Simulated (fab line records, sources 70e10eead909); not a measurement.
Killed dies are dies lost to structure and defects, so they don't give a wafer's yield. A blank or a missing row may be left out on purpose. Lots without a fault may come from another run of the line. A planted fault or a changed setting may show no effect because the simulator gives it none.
A struck lot beside a sound one | flow nand_harc | 39 steps out of a route of 1159
Sound: wafers L826.2, L826.3, L826.4. Struck: wafers L844.2, L844.4, L844.5. The cause comes at the end.
At each step with rows: each side's tool, then ch and its chambers, then its first start. Under that, the readings that differ: sound wafers | struck wafers | difference of the means | sigmas: that difference in standard deviations of wafers without a fault.
alike: readings whose means differ by less than 2 such deviations, and words and numbers that are the same on both sides. not compared: withheld readings, readings that some wafer has no value for, bounds like >300 that may hide the same value, and numbers for which the record gives no deviation and whose values overlap.
The two part at a step that has a row with sigmas, a row that says differs or no value, or rows on one side only. Numbers that don't overlap but have no deviation are shown without sigmas and don't part them. A reading that every wafer of one side lacks parts them only if that side has two wafers or more.

first, 8 steps without rows for these wafers: NHARC_P_BONDPAD_HMDS_02 (time 30 s); NHARC_P_BONDPAD_COAT_36 (time 65 s); NHARC_P_BONDPAD_COAT_03 (resist thk 600 nm); NHARC_P_BONDPAD_SOFTBAKE_04 (time 70 s); NHARC_P_BONDPAD_EBR_05; NHARC_P_BONDPAD_EXPOSE_06 (exposes mask P BPAD); NHARC_P_BONDPAD_PEB_07 (peb time 80 s); NHARC_P_BONDPAD_DEVELOP_08 (time 50 s).
NHARC_P_BONDPAD_CD_MEAS_09: target cd 500 nm.
  sound on cd_sem-02 ch 0, day 7 23:12; struck on cd_sem-02 ch 0, day 12 03:53
  alike: cd_nm
NHARC_P_BONDPAD_OVL_MEAS_38:
  sound on overlay-02, day 7 23:17; struck on overlay-01, day 12 03:58
  alike: overlay_x_nm, overlay_y_nm
then, 1 step without rows for these wafers: NHARC_P_BONDPAD_HARDBAKE_10 (time 65 s).
NHARC_P_BONDPAD_DESCUM_11: chemistry O2, time 3 s.
  sound on rie_diel-04 ch 0,1,3, day 7 23:25; struck on rie_diel-04 ch 1,2,3, day 12 04:06
  alike: drypump_motor_current_A, oes_product_au, rf_vpp_V, showerhead_plenum_p_Torr, throttle_valve_pct
  not compared: rf_hours_counter_h
NHARC_P_BONDPAD_ETCH_37: etches the open film in N2/H2, target depth 60 nm, overetch 18 nm, time 65.91 s.
  sound on rie_diel-04 ch 1,2,3, day 7 23:30; struck on rie_diel-04 ch 0,2, day 12 04:11
  alike: drypump_motor_current_A, oes_product_au, rf_vpp_V, showerhead_plenum_p_Torr, throttle_valve_pct
  not compared: rf_hours_counter_h
then, 1 step without rows for these wafers: NHARC_P_BONDPAD_ETCH_12 (etches the open film in CHF3/O2, target depth 200 nm, time 100 s).
NHARC_P_BONDPAD_CD_MEAS_13:
  sound on cd_sem-03, day 7 23:44; struck on cd_sem-03, day 12 04:26
  alike: cd_nm
NHARC_P_BONDPAD_STRIP_15: strips in O2.
  sound on rie_diel-04 ch 0,1,2, day 7 23:48; struck on rie_diel-04 ch 0,2,3, day 12 04:32
  alike: drypump_motor_current_A, oes_product_au, rf_vpp_V, showerhead_plenum_p_Torr, throttle_valve_pct
  not compared: rf_hours_counter_h
NHARC_P_BONDPAD_ETCH_24: etches the open film in CF4/N2, target depth 30 nm, time 72.99 s.
  sound on rie_diel-04 ch 1,2,3; struck on rie_diel-04 ch 0,3
  alike: drypump_motor_current_A, oes_product_au, rf_vpp_V, showerhead_plenum_p_Torr, throttle_valve_pct
  not compared: rf_hours_counter_h
then, 1 step without rows for these wafers: NHARC_P_BONDPAD_STRIP_16 (strips in post etch residue remover, time 600 s).
NHARC_P_BONDPAD_DEGAS_25: time 60 s.
  sound on pvd_sputter-01, day 8 00:21; struck on pvd_sputter-02, day 12 05:05
  alike: heater_power_w
NHARC_P_BONDPAD_PRE_CLEAN_26: time 30 s.
  sound on pvd_sputter-01; struck on pvd_sputter-02
  alike: heater_power_w
then, 5 steps without rows for these wafers: NHARC_P_BONDPAD_PVD_17 (deposits TaN, target thk 5 nm, time 8.06 s); NHARC_P_BONDPAD_PVD_27 (deposits Cu, target thk 30 nm, time 20.49 s); NHARC_P_BONDPAD_ECD_18 (material Cu, target thk 400 nm); NHARC_P_BONDPAD_ANNEAL_28 (time 90 s); NHARC_P_BONDPAD_CMP_19 (polishes, t overpolish 30 s, cu recess touch 16 s, target thk 160.81 nm).
NHARC_P_BONDPAD_THK_MEAS_20: measures by xrf.
  sound on film_metro-01, day 8 01:46; struck on film_metro-01, day 12 06:28
  alike: thk_nm
then, 12 steps without rows for these wafers: NHARC_P_BONDPAD_SRD_21 (time 30 s, dry time 20 s); NHARC_P_BONDPAD_ACTIVATE_29 (chemistry N2, time 60 s); NHARC_P_BONDPAD_PRECLEAN_30 (cleans in DIW, time 300 s); NHARC_P_BONDPAD_SRD_31 (time 30 s, dry time 20 s); NHARC_A_ZERO_WELL_PRECLEAN_00 (cleans in SPM, time 600 s); NHARC_A_ZERO_WELL_SRD_01; NHARC_A_ZERO_WELL_DEHYDRATE_02 (time 120 s); NHARC_A_ZERO_WELL_HMDS_03 (time 30 s); NHARC_A_ZERO_WELL_COAT_18 (time 65 s); NHARC_A_ZERO_WELL_COAT_04 (resist thk 600 nm); NHARC_A_ZERO_WELL_SOFTBAKE_05 (time 70 s); NHARC_A_ZERO_WELL_EBR_06.
-- the record jumps here: 13 days lie between the struck wafers' starts before and after (it left off in module A_ZERO_WELL and takes up again in module END, whose first step shown is number 1159 of the route) --
NHARC_END_SORT_01:
  the record has rows for the struck wafers here (prober-02 ch 0, day 25 04:20) and none for the sound ones

WHERE THEY PART
Only at NHARC_END_SORT_01, within this record.

WHY: what the simulator had put in
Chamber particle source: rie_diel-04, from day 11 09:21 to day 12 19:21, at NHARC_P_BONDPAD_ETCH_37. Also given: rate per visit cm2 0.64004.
